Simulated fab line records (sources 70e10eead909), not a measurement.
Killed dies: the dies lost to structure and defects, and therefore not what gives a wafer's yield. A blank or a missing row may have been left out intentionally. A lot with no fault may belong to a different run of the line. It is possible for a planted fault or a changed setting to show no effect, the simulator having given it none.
A lot that was struck, set against a sound lot / flow nandHarc / 13 out of 1302 route steps
Sound: these wafers, L725.1, L725.2, L725.4. Struck: wafer L716.3 (left out: L716.1, L716.6 of the same lot, which were not struck); the cause appears at the end.
Each step with rows lists, per side, the tool, then ch with its chambers, then its first start. Under that, the readings that differ: sound wafers / struck wafers / difference of the means / sigmas: that difference in standard deviations of wafers without a fault.
alike: same words and numbers on both sides, and readings whose means sit less than 2 such deviations apart. not compared: any withheld reading, any reading some wafer has no value for, any bound like >300 that may hide the same value, and any number with overlapping values for which the record gives no deviation.
The two part at a step that has a row with sigmas, a row that says differs or no value, or rows on one side only. Numbers that have no deviation but don't overlap get no sigmas and don't part them. A reading missing from all wafers of one side parts the sides only when that side holds two or more wafers.

first, 1 step without rows for these wafers: NHARC_A_WL_FILL_ANNEAL_08 (time 1800 s).
NHARC_A_WL_FILL_ALD_10: deposits SiO2, target thk 50 nm, pulse time 10 s, ald cycles 500.
  sound on aldHk-03 ch 0,2,3, day 26 07:14; struck on aldHk-01 ch 0, day 23 07:32
  alike: heaterPowerW, precursorPulseHeightRel
  not compared: aldCycles
then, 1 step without rows for these wafers: NHARC_A_WL_FILL_ETCHBACK_16 (etches the open film in C4F8/O2/Ar, target depth 120 nm, time 24 s).
NHARC_A_WL_FILL_STRIP_29: strips in O2, time 20 s.
  sound on rieDiel-06 ch 0,2,3, day 26 11:58; struck on rieDiel-06 ch 0, day 23 11:15
reading=rfHoursCounterH (h); sound=2.1 4.0 3.8; struck=1.7; difference=-1.6; sigmas=
  alike: drypumpMotorCurrentA, oesProductAu, rfVppV, showerheadPlenumPTorr, throttleValvePct
NHARC_A_WL_FILL_ETCHBACK_17: etches the open film in Cl2/BCl3, target depth 4 nm, time 26.7 s.
  sound on rieMetal-01 ch 0,1, day 26 12:03; struck on rieMetal-01 ch 0, day 23 11:20
  alike: drypumpMotorCurrentA, oesProductAu
  not compared: rfHoursCounterH
then, 3 steps without rows for these wafers: NHARC_A_WL_FILL_PRECLEAN_18 (cleans in dHF, time 30 s); NHARC_A_WL_FILL_SRD_21; NHARC_A_WL_FILL_CVD_23 (deposits poly-Si, target thk 40 nm, time 800 s).
NHARC_A_WL_FILL_ETCHBACK_26: etches the open film in HBr, target depth 52 nm, time 13.3 s.
  sound on rieSi-02 ch 0,1,2, day 26 17:11; struck on rieSi-02 ch 3, day 23 16:35
reading=rfHoursCounterH (h); sound=0.98 0.92 0.66; struck=0.56; difference=-0.29; sigmas=
  alike: drypumpMotorCurrentA, oesProductAu, throttleValvePct
then, 2 steps without rows for these wafers: NHARC_A_WL_FILL_PRECLEAN_30 (cleans in dHF, time 10 s); NHARC_A_WL_FILL_SRD_14.
NHARC_A_WL_FILL_ALD_19: deposits TiN, target thk 2 nm, pulse time 3 s, ald cycles 100.
  sound on aldMetal-03 ch 1,2,3, day 26 17:28; struck on aldMetal-02 ch 2, day 23 16:55
reading=aldCycles; sound=100 100 100; struck=43; difference=-57; sigmas=
reading=heaterPowerW (W); sound=1196 965 972; struck=1358; difference=+314; sigmas=+2
  alike: precursorPulseHeightRel
NHARC_A_WL_FILL_CVD_20: deposits W, target thk 100 nm, time 74 s.
  sound on cvdW-01 ch 0,1; struck on cvdW-02 ch 0
  alike: chamberPressureTorr, heaterPowerW, throttleValvePct

## WHERE THEY PART
Only at NHARC_A_WL_FILL_ALD_19, as far as this record shows. Later steps at which nothing parts them and some readings are alike: NHARC_A_WL_FILL_CVD_20.

WHY: what the simulator had put in
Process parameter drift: aldMetal-02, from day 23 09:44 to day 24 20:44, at NHARC_A_WL_FILL_ALD_19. The setting aldCycles was moved by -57, starting from 100. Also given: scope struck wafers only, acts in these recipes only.
